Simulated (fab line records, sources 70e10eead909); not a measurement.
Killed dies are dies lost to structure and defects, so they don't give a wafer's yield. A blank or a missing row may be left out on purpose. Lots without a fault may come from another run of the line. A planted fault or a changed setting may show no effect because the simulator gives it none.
Chamber matching | flow nand_harc | NHARC_A_CHANNEL_FILL_D1_CMP_10 on cmp-04: 4 sister chambers
The step polishes, target thk 150 nm. 8 wafers are shown with their chamber, then 12 later ones without.

WAFERS WITH THEIR CHAMBER
wafer  | chamber | motor_current_A (A) | time_to_endpoint_s (s)
L084.2 | 2       | 14.1                | 18.1
L084.4 | 0       | 11.6                | 19.8
L086.1 | 3       | 10.1                | 18.5
L086.5 | 2       | 14.1                | 17.2
L086.6 | 1       | 11.7                | 14.4
L091.1 | 3       | 10.2                | 21.6
L091.2 | 1       | 12.9                | 14.9
L091.3 | 0       | 12.0                | 17.3

WAFERS WITHOUT THEIR CHAMBER
wafer  | motor_current_A (A) | time_to_endpoint_s (s)
L092.4 | 9.9                 | 15.3
L092.5 | 12.4                | 15.2
L092.6 | 10.7                | 17.8
L094.1 | 9.9                 | 13.8
L094.2 | 12.5                | 9.4
L094.3 | 13.5                | 15.7
L095.4 | 14.2                | 15.7
L095.5 | 11.7                | 14.0
L095.6 | 11.3                | 17.3
L096.2 | 14.1                | 14.7
L096.3 | 11.5                | 17.5
L096.6 | 10.2                | 17.8

WHICH CHAMBER EACH WENT THROUGH
wafer  | from the rows above          | in truth
L092.4 | can't be placed: 3 or 0      | 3
L092.5 | 1                            | 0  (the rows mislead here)
L092.6 | can't be placed: 3 or 0      | 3
L094.1 | can't be placed: 3 or 0 or 1 | 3
L094.2 | 1                            | 1
L094.3 | can't be placed: 2 or 1      | 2
L095.4 | 2                            | 2
L095.5 | can't be placed: 1 or 0      | 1
L095.6 | can't be placed: 0 or 1 or 3 | 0
L096.2 | can't be placed: 2 or 1      | 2
L096.3 | can't be placed: 0 or 1      | 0
L096.6 | 3                            | 3
Placed correctly: 3 of 12. Can't be placed from these rows: 8 (the true chamber is among the candidates in 8). Placed wrongly: 1.
How it was worked out, from the rows above alone: a wafer's distance from a chamber is the root of the sum, over the readings, of the square of ((its reading less the chamber's mean) divided by the reading's scatter). The wafer belongs to the nearest chamber; if the next one is less than 2 further off, it can't be placed. A chamber's mean is the mean of its shown wafers. The scatter: the root of (the sum of the squares of (reading less its chamber's mean) over the shown wafers, divided by (wafers less chambers)).
